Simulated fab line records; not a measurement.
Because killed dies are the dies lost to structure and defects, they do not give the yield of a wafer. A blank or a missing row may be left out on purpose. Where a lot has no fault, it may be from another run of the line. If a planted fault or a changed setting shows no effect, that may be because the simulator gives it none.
Lot-split experiment | flow n5-finfet | route with 1938 steps; 7 lots, 39 wafers read

ABOUT THE SPLIT
At N5_MOL_CONTACT_COAG_ETCH_67 (etches SOC in N2/H2, target depth 60 nm, overetch 21 nm, time 101.2 s), the setting source-w was moved away from the recipe's 840 W on 12 of the 39 wafers read, by -10.9% to +15.2%. The other wafers ran this setting at the recipe's value.

The reading comes from the split's own step.

THE READING
rf-vpp-V, in V, at N5_MOL_CONTACT_COAG_ETCH_67 (etches SOC in N2/H2, target depth 60 nm, overetch 21 nm, time 101.2 s). A value of 523 V with a standard deviation of 3.2 V is what fault-free wafers of this fab line usually give.

wafer  | tool, chamber at the split | source-w as run, W | against the recipe | rf-vpp-V, V | against lot-mates on the recipe
L075.2 | rie-diel-04, 3             | 840                | recipe             | 523         | -
L075.3 | rie-diel-04, 2             | 840                | recipe             | 522         | -
L075.6 | rie-diel-04, 0             | 840                | recipe             | 528         | -
L077.1 | rie-diel-05, 3             | 840                | recipe             | 522         | -
L077.2 | rie-diel-05, 2             | 768.7              | -8.5%              | 534         | +9
L077.3 | rie-diel-05, 0             | 840                | recipe             | 526         | -
L077.4 | rie-diel-05, 1             | 840                | recipe             | 528         | -
L077.5 | rie-diel-05, 2             | 768.7              | -8.5%              | 532         | +7
L077.6 | rie-diel-05, 3             | 768.7              | -8.5%              | 539         | +14
L080.1 | rie-diel-05, 1             | 840                | recipe             | 528         | -
L080.2 | rie-diel-05, 2             | 748.3              | -10.9%             | 538         | +14
L080.3 | rie-diel-05, 3             | 840                | recipe             | 525         | -
L080.4 | rie-diel-05, 3             | 748.3              | -10.9%             | 542         | +18
L080.5 | rie-diel-05, 1             | 748.3              | -10.9%             | 546         | +22
L080.6 | rie-diel-05, 2             | 840                | recipe             | 518         | -
L082.1 | rie-diel-05, 2             | 968                | +15.2%             | 494         | -29
L082.2 | rie-diel-05, 3             | 840                | recipe             | 522         | -
L082.3 | rie-diel-05, 1             | 968                | +15.2%             | 502         | -21
L082.4 | rie-diel-05, 3             | 840                | recipe             | 522         | -
L082.5 | rie-diel-05, 1             | 840                | recipe             | 526         | -
L082.6 | rie-diel-05, 2             | 968                | +15.2%             | 494         | -29
L084.1 | rie-diel-04, 3             | 840                | recipe             | 522         | -
L084.2 | rie-diel-04, 0             | 840                | recipe             | 528         | -
L084.3 | rie-diel-04, 2             | 840                | recipe             | 522         | -
L084.4 | rie-diel-04, 0             | 840                | recipe             | 528         | -
L084.5 | rie-diel-04, 2             | 840                | recipe             | 523         | -
L084.6 | rie-diel-04, 3             | 840                | recipe             | 522         | -
L088.1 | rie-diel-05, 2             | 840                | recipe             | 516         | -
L088.2 | rie-diel-05, 0             | 935.9              | +11.4%             | 506         | -14
L088.3 | rie-diel-05, 1             | 840                | recipe             | 525         | -
L088.4 | rie-diel-05, 3             | 840                | recipe             | 520         | -
L088.5 | rie-diel-05, 1             | 935.9              | +11.4%             | 509         | -11
L088.6 | rie-diel-05, 0             | 935.9              | +11.4%             | 508         | -12
L097.1 | rie-diel-02, 3             | 840                | recipe             | 522         | -
L097.2 | rie-diel-02, 2             | 840                | recipe             | 523         | -
L097.3 | rie-diel-02, 1             | 840                | recipe             | 525         | -
L097.4 | rie-diel-02, 0             | 840                | recipe             | 521         | -
L097.5 | rie-diel-02, 1             | 840                | recipe             | 526         | -
L097.6 | rie-diel-02, 2             | 840                | recipe             | 523         | -

FIT RESULTS
A straight line over all 39 wafers: rf-vpp-V changes by -1.61 V for each +1% of source-w; r = -0.96; the points scatter about the line by 3.3 V.
The same after taking each lot's own level away (the mean of its wafers on the recipe; 39 wafers): -1.5 V for each +1%; r = -0.94; scatter 3.5 V.
On that fit, the largest move of source-w shifts the reading by 23 V.
The lots' own levels span 520.3 to 525.3 V, that is 1.6 times the standard deviation above.
The two slopes are in agreement: the lot-to-lot level therefore moves the slope only a little.
Check: -21.8 V against its lot-mates is what the line predicts for one of the wafers moved furthest among these (+15.2%) when that wafer is left out of the fit. Against them it came out at -29.3 V.
Tool readings at the split's step, against how far the setting was moved: rf-vpp-V r = -0.96.

THESE WAFERS: OTHER SPLITS
These wafers also went through other splits before the reading. Each is held against what the fit with the lots' levels taken away leaves over:
other split on the same wafers          | wafers away from the commonest value | r with rf-vpp-V (lot level and that fit taken away)
N5_FIN_SAQP_SPACER2_ALD_28 target-thk-a | 18                                   | -0.13
N5_DUMMY_GATE_ETCH_37 source-w          | 18                                   | +0.03
N5_DUMMY_GATE_ETCH_31 target-depth-a    | 18                                   | +0.17
N5_HKMG_FIN_HK_ALD_01 ald-cycles        | 12                                   | -0.25

THE FILE'S OWN FIT
rf-vpp-V changes by -1.51 V for each +1% of source-w, r = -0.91.
